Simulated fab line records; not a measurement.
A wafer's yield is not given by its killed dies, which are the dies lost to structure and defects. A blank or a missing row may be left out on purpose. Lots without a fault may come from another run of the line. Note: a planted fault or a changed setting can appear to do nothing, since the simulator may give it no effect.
Which of the tools did it? | flow n5 finfet | Sampling: 24 lots, 72 wafers, 4 of 1938 route steps

## WHAT THE GAUGES READ, wafer by wafer
N5_BEOL_M9_THK_MEAS_01.
lot  | measured     | on            | M9_ILD_THK (nm)
L075 | day 9 07:53  | film metro-01 | 264 267 268
L074 | day 9 13:37  | film metro-02 | 259 262 268
L076 | day 10 03:21 | film metro-01 | 266 263 266
L077 | day 10 03:40 | film metro-02 | 272 265 266
L079 | day 10 11:05 | film metro-02 | 263 270 269
L078 | day 10 15:50 | film metro-02 | 266 267 269
L080 | day 10 17:38 | film metro-01 | 263 263 272
L081 | day 10 19:51 | film metro-01 | 268 273 276
L082 | day 11 04:56 | film metro-01 | 261 264 269
L083 | day 11 08:53 | film metro-02 | 266 262 271
L084 | day 12 05:36 | film metro-01 | 275 270 273
L086 | day 13 00:57 | film metro-01 | 267 268 270
L087 | day 13 01:13 | film metro-01 | 264 270 268
L085 | day 13 03:13 | film metro-01 | 266 267 270
L088 | day 13 15:46 | film metro-01 | 267 270 263
L089 | day 13 15:49 | film metro-01 | 263 269 263
L091 | day 13 16:36 | film metro-01 | 269 269 273
L090 | day 13 16:46 | film metro-01 | 267 270 270
L093 | day 13 20:51 | film metro-01 | 267 268 279
L092 | day 13 20:55 | film metro-02 | 263 273 274
L094 | day 13 22:25 | film metro-02 | 261 262 268
L095 | day 15 01:32 | film metro-01 | 268 268 270
L096 | day 15 02:58 | film metro-01 | 271 270 266
L097 | day 15 16:58 | film metro-02 | 267 270 274

N5_BEOL_M9_OVL_MEAS_29.
lot  | measured     | on         | V8_OVL (nm)
L075 | day 9 09:35  | overlay-02 | -0.5 -0.1 -0.1
L074 | day 9 16:40  | overlay-01 | -0.4 -0.3 -0.2
L076 | day 10 06:55 | overlay-02 | 0.2 0.6 0.7
L077 | day 10 07:05 | overlay-02 | -1.1 -0.2 -1.0
L079 | day 10 12:32 | overlay-01 | 1.3 0.8 1.0
L078 | day 10 17:29 | overlay-02 | -0.8 -0.9 0.1
L080 | day 10 19:38 | overlay-02 | 1.3 0.5 1.5
L081 | day 10 22:08 | overlay-02 | -0.4 1.1 0.6
L082 | day 11 07:54 | overlay-01 | 1.0 -0.2 1.3
L083 | day 11 11:11 | overlay-02 | 0.4 -0.3 0.2
L084 | day 12 07:00 | overlay-02 | -0.5 0.8 0.6
L086 | day 13 02:51 | overlay-02 | -0.5 -0.5 -0.9
L087 | day 13 03:42 | overlay-01 | 1.1 0.1 0.4
L085 | day 13 05:14 | overlay-01 | 0.8 0.2 0.9
L088 | day 13 18:34 | overlay-02 | 0.7 0.2 0.8
L089 | day 13 18:46 | overlay-02 | -0.5 0.7 0.1
L091 | day 13 18:55 | overlay-02 | 1.8 0.4 1.4
L090 | day 13 18:58 | overlay-02 | 0.3 0.5 0.6
L093 | day 14 02:28 | overlay-01 | -0.7 0.2 0.7
L092 | day 14 02:31 | overlay-02 | 0.1 1.2 1.2
L094 | day 14 02:34 | overlay-01 | 0.5 1.7 0.3
L095 | day 15 07:29 | overlay-02 | 0.2 0.4 -0.1
L096 | day 15 07:32 | overlay-01 | 1.4 1.7 1.4
L097 | day 15 21:38 | overlay-02 | 0.8 0.3 0.6

## TOOL THAT RAN EACH LOT (tool first, then ch and the chambers of the sampled wafers, then the start)
lot  | N5_BEOL_M9_DESCUM_16               | N5_BEOL_M9_ETCH_61
L075 | rie diel-06 ch 0,1,2, day 9 08:45  | rie diel-06 ch 0,1,2, day 9 08:47
L074 | rie diel-02 ch 0,1, day 9 15:45    | rie diel-02 ch 0,1, day 9 15:47
L076 | rie diel-02 ch 0,1,3, day 10 04:08 | rie diel-02 ch 0,1,3, day 10 04:11
L077 | rie diel-01 ch 0,1,3, day 10 04:50 | rie diel-01 ch 0,1,3, day 10 04:53
L079 | rie diel-06 ch 0,2, day 10 11:38   | rie diel-06 ch 0,2, day 10 11:41
L078 | rie diel-01 ch 1,2, day 10 16:41   | rie diel-01 ch 1,2, day 10 16:44
L080 | rie diel-06 ch 1,2, day 10 18:47   | rie diel-06 ch 1,2, day 10 18:50
L081 | rie diel-01 ch 0,1,3, day 10 21:04 | rie diel-01 ch 0,1,3, day 10 21:05
L082 | rie diel-06 ch 1,2,3, day 11 06:26 | rie diel-06 ch 1,2,3, day 11 06:29
L083 | rie diel-02 ch 0,1, day 11 10:17   | rie diel-02 ch 0,1, day 11 10:19
L084 | rie diel-02 ch 0,1, day 12 06:10   | rie diel-02 ch 0,1, day 12 06:11
L086 | rie diel-06 ch 0,1, day 13 01:52   | rie diel-06 ch 0,1, day 13 01:54
L087 | rie diel-02 ch 1,2,3, day 13 02:50 | rie diel-02 ch 1,2,3, day 13 02:52
L085 | rie diel-06 ch 1,2, day 13 04:20   | rie diel-06 ch 1,2, day 13 04:22
L088 | rie diel-02 ch 2,3, day 13 17:22   | rie diel-02 ch 2,3, day 13 17:23
L089 | rie diel-06 ch 0,3, day 13 17:27   | rie diel-06 ch 0,3, day 13 17:29
L091 | rie diel-06 ch 2,3, day 13 17:47   | rie diel-06 ch 2,3, day 13 17:49
L090 | rie diel-06 ch 0,2,3, day 13 18:02 | rie diel-06 ch 0,2,3, day 13 18:04
L093 | rie diel-01 ch 0,1, day 13 23:52   | rie diel-01 ch 0,1, day 13 23:55
L092 | rie diel-02 ch 2,3, day 13 23:55   | rie diel-02 ch 2,3, day 13 23:57
L094 | rie diel-06 ch 0,2, day 14 00:11   | rie diel-06 ch 0,2, day 14 00:13
L095 | rie diel-06 ch 0,1, day 15 06:19   | rie diel-06 ch 0,1, day 15 06:22
L096 | rie diel-06 ch 0,1,2, day 15 06:34 | rie diel-06 ch 0,1,2, day 15 06:37
L097 | rie diel-06 ch 0,2, day 15 19:23   | rie diel-06 ch 0,2, day 15 19:25
- N5_BEOL_M9_DESCUM_16: chemistry O2, time 7.9 s.
- N5_BEOL_M9_ETCH_61: etches SiARC in CF4, target depth 39 nm, time 65 s.

## AS READ BY THE TOOLS THEMSELVES (means over the sampled wafers that have a number; for cases with no such wafer, the mark the record gives instead)
N5_BEOL_M9_DESCUM_16.
lot  | tool        | drypump motor current A (A) | oes product au (a.u.) | rf vpp V (V) | showerhead plenum p Torr (Torr) | temp c (C) | throttle valve pct (%)
L075 | rie diel-06 | 5.4                         | 0.77                  | 244.5        | 2.17                            | 40.01      | 20.63
L074 | rie diel-02 | 5.8                         | 0.81                  | 243.8        | 2.13                            | 39.97      | 20.45
L076 | rie diel-02 | 5.8                         | 0.76                  | 243.5        | 2.10                            | 39.99      | 20.58
L077 | rie diel-01 | 5.3                         | 0.77                  | 243.0        | 2.12                            | 40.00      | 20.61
L079 | rie diel-06 | 5.1                         | 0.82                  | 244.0        | 2.17                            | 40.09      | 20.55
L078 | rie diel-01 | 5.6                         | 0.72                  | 244.5        | 2.11                            | 40.07      | 20.50
L080 | rie diel-06 | 5.7                         | 0.75                  | 244.5        | 2.16                            | 40.01      | 20.73
L081 | rie diel-01 | 5.3                         | 0.75                  | 243.1        | 2.12                            | 40.00      | 20.62
L082 | rie diel-06 | 5.3                         | 0.74                  | 242.8        | 2.10                            | 40.07      | 20.78
L083 | rie diel-02 | 5.9                         | 0.74                  | 243.5        | 2.11                            | 39.97      | 20.50
L084 | rie diel-02 | 5.9                         | 0.75                  | 243.3        | 2.11                            | 39.96      | 20.51
L086 | rie diel-06 | 5.7                         | 0.70                  | 243.9        | 2.18                            | 40.04      | 20.77
L087 | rie diel-02 | 5.8                         | 0.86                  | 243.2        | 2.08                            | 39.98      | 20.29
L085 | rie diel-06 | 5.7                         | 0.73                  | 244.0        | 2.16                            | 40.11      | 20.76
L088 | rie diel-02 | 5.7                         | 0.93                  | 243.1        | 2.09                            | 39.93      | 20.07
L089 | rie diel-06 | 5.0                         | 0.91                  | 244.9        | 2.22                            | 40.10      | 20.61
L091 | rie diel-06 | 4.9                         | 0.94                  | 245.3        | 2.20                            | 40.08      | 20.61
L090 | rie diel-06 | 5.1                         | 0.86                  | 244.9        | 2.19                            | 40.08      | 20.60
L093 | rie diel-01 | 5.4                         | 0.80                  | 242.8        | 2.13                            | 39.95      | 20.64
L092 | rie diel-02 | 5.7                         | 0.93                  | 243.4        | 2.07                            | 39.95      | 20.27
L094 | rie diel-06 | 5.1                         | 0.78                  | 243.7        | 2.16                            | 39.94      | 20.59
L095 | rie diel-06 | 5.8                         | 0.86                  | 243.7        | 2.17                            | 40.00      | 20.52
L096 | rie diel-06 | 5.4                         | 0.82                  | 244.0        | 2.16                            | 39.95      | 20.57
L097 | rie diel-06 | 5.2                         | 0.74                  | 244.1        | 2.17                            | 39.87      | 20.63

N5_BEOL_M9_ETCH_61.
lot  | tool        | drypump motor current A (A) | etch rf on time s (s) | oes product au (a.u.) | rf vpp V (V) | showerhead plenum p Torr (Torr) | throttle valve pct (%)
L075 | rie diel-06 | 5.4                         | 61.9                  | 0.67                  | 184.1        | 2.19                            | 15.59
L074 | rie diel-02 | 5.8                         | 67.0                  | 0.68                  | 184.0        | 2.17                            | 15.58
L076 | rie diel-02 | 5.8                         | 66.6                  | 0.64                  | 184.6        | 2.14                            | 15.70
L077 | rie diel-01 | 5.3                         | 65.4                  | 0.65                  | 184.3        | 2.16                            | 15.82
L079 | rie diel-06 | 5.1                         | 62.2                  | 0.71                  | 183.7        | 2.17                            | 15.44
L078 | rie diel-01 | 5.6                         | 66.6                  | 0.62                  | 184.8        | 2.17                            | 15.81
L080 | rie diel-06 | 5.7                         | 62.7                  | 0.64                  | 183.7        | 2.18                            | 15.77
L081 | rie diel-01 | 5.3                         | 65.4                  | 0.64                  | 184.4        | 2.16                            | 15.81
L082 | rie diel-06 | 5.3                         | 63.3                  | 0.64                  | 184.1        | 2.13                            | 15.90
L083 | rie diel-02 | 5.9                         | 66.9                  | 0.62                  | 185.1        | 2.15                            | 15.63
L084 | rie diel-02 | 5.9                         | 66.6                  | 0.62                  | 183.6        | 2.15                            | 15.63
L086 | rie diel-06 | 5.7                         | 62.2                  | 0.61                  | 184.2        | 2.20                            | 15.80
L087 | rie diel-02 | 5.8                         | 65.6                  | 0.72                  | 184.5        | 2.13                            | 15.42
L085 | rie diel-06 | 5.6                         | 63.0                  | 0.63                  | 185.0        | 2.18                            | 15.79
L088 | rie diel-02 | 5.7                         | 64.8                  | 0.78                  | 184.6        | 2.14                            | 15.25
L089 | rie diel-06 | 5.0                         | 61.7                  | 0.78                  | 185.6        | 2.28                            | 15.76
L091 | rie diel-06 | 4.9                         | 62.0                  | 0.81                  | 185.9        | 2.25                            | 15.74
L090 | rie diel-06 | 5.1                         | 61.6                  | 0.73                  | 184.3        | 2.22                            | 15.63
L093 | rie diel-01 | 5.4                         | 65.3                  | 0.67                  | 184.8        | 2.18                            | 15.84
L092 | rie diel-02 | 5.7                         | 63.9                  | 0.79                  | 183.9        | 2.11                            | 15.36
L094 | rie diel-06 | 5.1                         | 61.6                  | 0.69                  | 184.5        | 2.16                            | 15.49
L095 | rie diel-06 | 5.7                         | 62.8                  | 0.74                  | 185.1        | 2.19                            | 15.51
L096 | rie diel-06 | 5.4                         | 63.1                  | 0.71                  | 184.3        | 2.17                            | 15.50
L097 | rie diel-06 | 5.2                         | 61.9                  | 0.65                  | 184.5        | 2.18                            | 15.55

## THE ANSWER, worked out from the rows above alone
Rule: the lots themselves supply what counts as usual. Put in order of their means at a reading, lots are off if they are a third of the lots or fewer, leave a main group of 4 or more, and stand apart from it by a gap of 3 or more times the standard deviation of the main group's means; of several such gaps the widest counts. If all means in a main group match to the digits the tables above print for the reading, that group is not used. Also off: a lot with no number at a reading for which 4 or more lots have one. All remaining lots with rows at the step are treated as sound. Order of review: gauges by route order, followed by the tools' own readings, for which a lot's mean as printed above is used. The first step at which some lot is off is used, and at that step the reading that is off furthest; a lot without a number counts as furthest.
No lot is off at any reading shown: from this, nothing can be told.

## WHAT WAS PUT IN BY THE SIMULATOR
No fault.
